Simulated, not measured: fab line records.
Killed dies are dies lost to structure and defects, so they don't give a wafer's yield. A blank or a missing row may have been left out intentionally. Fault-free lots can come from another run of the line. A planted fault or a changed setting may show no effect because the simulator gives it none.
Comparing a struck lot with a sound one | flow n5-finfet | 41 steps out of a route of 1938
Sound: these wafers, L101.2, L101.4, L101.6. Struck: wafer L120.4. (L120.2, L120.6 of the same lot were not struck and are left out.) The cause comes at the end.
For every step that has rows: the tool of each side, followed by ch and its chambers, followed by its first start. Under that, the readings that differ: sound wafers | struck wafers | difference of the means | sigmas: that difference in standard deviations of wafers without a fault.
alike: readings whose means differ by less than 2 such deviations, and words and numbers that are the same on both sides. not compared: withheld readings, readings that some wafer has no value for, bounds like >300 that may hide the same value, and numbers for which the record gives no deviation and whose values overlap.
A row with sigmas, a row that says differs or no value, or rows on one side alone: a step with any of these is where the two part. Numbers that don't overlap but have no deviation are shown without sigmas and don't part them. A reading missing from all wafers of one side parts the sides only when that side holds two or more wafers.

first, 5 steps without rows for these wafers: N5_BEOL_M12_ETCH_67 (etches SiARC in CF4, target depth 143 nm, time 238.3 s); N5_BEOL_M12_ETCH_68 (etches SOC in N2/H2, time 285 s); N5_BEOL_M12_STRIP_69 (strips in N2/H2); N5_BEOL_M12_TRENCH_ETCH_34 (etches SiOC in C4F8/O2/Ar, target depth 318.95 nm, time 125.5 s); N5_BEOL_M12_STRIP_70 (strips in C4F8/O2/Ar).
N5_BEOL_M12_OCD_MEAS_35:
  sound: ocd-02 at day 12 08:55; struck: ocd-02 at day 17 07:28
  alike: trench-depth-nm
then, 4 steps without rows for these wafers: N5_BEOL_M12_STRIP_37 (strips in N2/H2); N5_BEOL_M12_ETCH_38 (etches SiCN in CF4/N2, target depth 68.7 nm, time 73.4 s); N5_BEOL_M12_PRECLEAN_39 (cleans in residue remover, time 60 s); N5_BEOL_M12_SRD_40 (time 30 s, dry time 30 s).
N5_BEOL_M12_DEGAS_41: time 60 s.
  sound: pvd-sputter-01 at day 12 10:55; struck: pvd-sputter-03 at day 17 14:06
  alike: heater-power-w
then, 1 step without rows for these wafers: N5_BEOL_M12_PRE_CLEAN_42 (time 30 s).
N5_BEOL_M12_SPUTTER_43: material TaN, target thk 15 nm, time 24.19 s.
  sound: pvd-sputter-01 at day 12 11:00; struck: pvd-sputter-03 at day 17 14:11
  reading                | sound          | struck | difference | sigmas
  throttle-valve-pct (%) | 30.6 31.4 31.3 | 28.2   | -2.9       | -2
  alike: bias-v
then, 1 step without rows for these wafers: N5_BEOL_M12_SPUTTER_44 (material Ta, target thk 10 nm, time 16.13 s).
N5_BEOL_M12_SPUTTER_45: material Cu, target thk 80 nm, time 13.33 s.
  sound: pvd-sputter-01 at day 12 11:10; struck: pvd-sputter-03 at day 17 14:20
  reading                | sound          | struck | difference | sigmas
  bias-v (V)             | 59.1 59.9 60.9 | 61.3   | +1.3       | +2
  throttle-valve-pct (%) | 30.8 31.4 31.7 | 28.4   | -2.9       | -2
then, 3 steps without rows for these wafers: N5_BEOL_M12_ECD_47 (material Cu, target thk 720 nm); N5_BEOL_M12_ANNEAL_48 (time 90 s); N5_BEOL_M12_CMP_49 (polishes, stops on SiOC, t overpolish 20.6 s, target thk 320 nm).
N5_BEOL_M12_THK_MEAS_50: measures by xrf.
  sound: film-metro-02 at day 12 12:01; struck: film-metro-01 at day 17 15:44
  alike: M12_THK
then, 1 step without rows for these wafers: N5_BEOL_M12_PRE_CLEAN_52 (time 15 s).
N5_BEOL_M12_DEP_53: deposits SiCN from 3MS/NH3, target thk 30 nm, time 10.5 s.
  sound on pecvd-01 ch 0,1, day 12 12:04; struck on pecvd-04 ch 0, day 17 15:49
  alike: rf-fwd-power-W, showerhead-plenum-p-Torr, throttle-valve-pct
N5_BEOL_M12_RS_MEAS_54: measures by four-point-probe.
  sound: film-metro-02 at day 12 12:08; struck: film-metro-01 at day 17 15:54
  alike: M12_RS
then, 1 step without rows for these wafers: N5_BEOL_M13_ILD_DEP_00 (deposits SiOC from DEMS/O2, target thk 837.92 nm, time 166.4 s).
N5_BEOL_M13_THK_MEAS_01:
  sound: film-metro-01 at day 12 12:21; struck: film-metro-01 at day 17 16:07
  alike: M13_ILD_THK
then, 8 steps without rows for these wafers: N5_BEOL_M13_COAT_58 (time 60 s, resist thk 89 nm); N5_BEOL_M13_COAT_04 (resist thk 400 nm); N5_BEOL_M13_EBR_06; N5_BEOL_M13_SOFTBAKE_05 (time 60 s); N5_BEOL_M13_EXPOSE_07 (exposes mask V12); N5_BEOL_M13_PEB_08 (peb time 90 s); N5_BEOL_M13_DEVELOP_09 (develop time 45 s); N5_BEOL_M13_HARDBAKE_14 (time 120 s).
N5_BEOL_M13_CD_MEAS_10: target cd 190 nm.
  sound on cd-sem-03 ch 0, day 12 12:47; struck on cd-sem-01 ch 0, day 17 16:25
  alike: cd-nm
N5_BEOL_M13_OVL_MEAS_11:
  sound on overlay-02 ch 0, day 12 12:49; struck on overlay-02 ch 0, day 17 16:26
  alike: V12_OVL
N5_BEOL_M13_DESCUM_15: chemistry O2, time 7.9 s.
  sound on rie-diel-02 ch 2,3, day 12 12:58; struck on rie-diel-01 ch 1, day 17 16:30
  alike: drypump-motor-current-A, oes-product-au, rf-fwd-power-W, rf-vpp-V, showerhead-plenum-p-Torr, throttle-valve-pct
  not compared: rf-hours-counter-h
N5_BEOL_M13_ETCH_59: etches BARC in N2/H2, target depth 89 nm, overetch 26.7 nm, time 67.9 s.
  sound on rie-diel-02 ch 2,3, day 12 13:01; struck on rie-diel-01 ch 1, day 17 16:32
  alike: drypump-motor-current-A, oes-product-au, rf-fwd-power-W, rf-vpp-V, showerhead-plenum-p-Torr, throttle-valve-pct
  not compared: rf-hours-counter-h
then, 4 steps without rows for these wafers: N5_BEOL_M13_VIA_ETCH_16 (etches SiOC in C4F8/O2/Ar, target depth 921.7 nm); N5_BEOL_M13_STRIP_63 (strips in N2/H2); N5_BEOL_M13_STRIP_64 (strips in N2/H2); N5_BEOL_M13_STRIP_71 (strips in post etch residue remover, time 60 s).
N5_PASSIVATION_PROBE_49:
  only the struck wafers here have rows in the record (prober-02, day 19 02:57); the sound ones have none

WHERE THEY PART
Last at N5_PASSIVATION_PROBE_49 as far as this record goes, first at N5_BEOL_M12_SPUTTER_43.

WHY: whatever the simulator had introduced
Chamber particle source: pvd-sputter-03, from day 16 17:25 on, at N5_BEOL_M12_SPUTTER_43. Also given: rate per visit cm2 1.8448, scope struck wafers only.
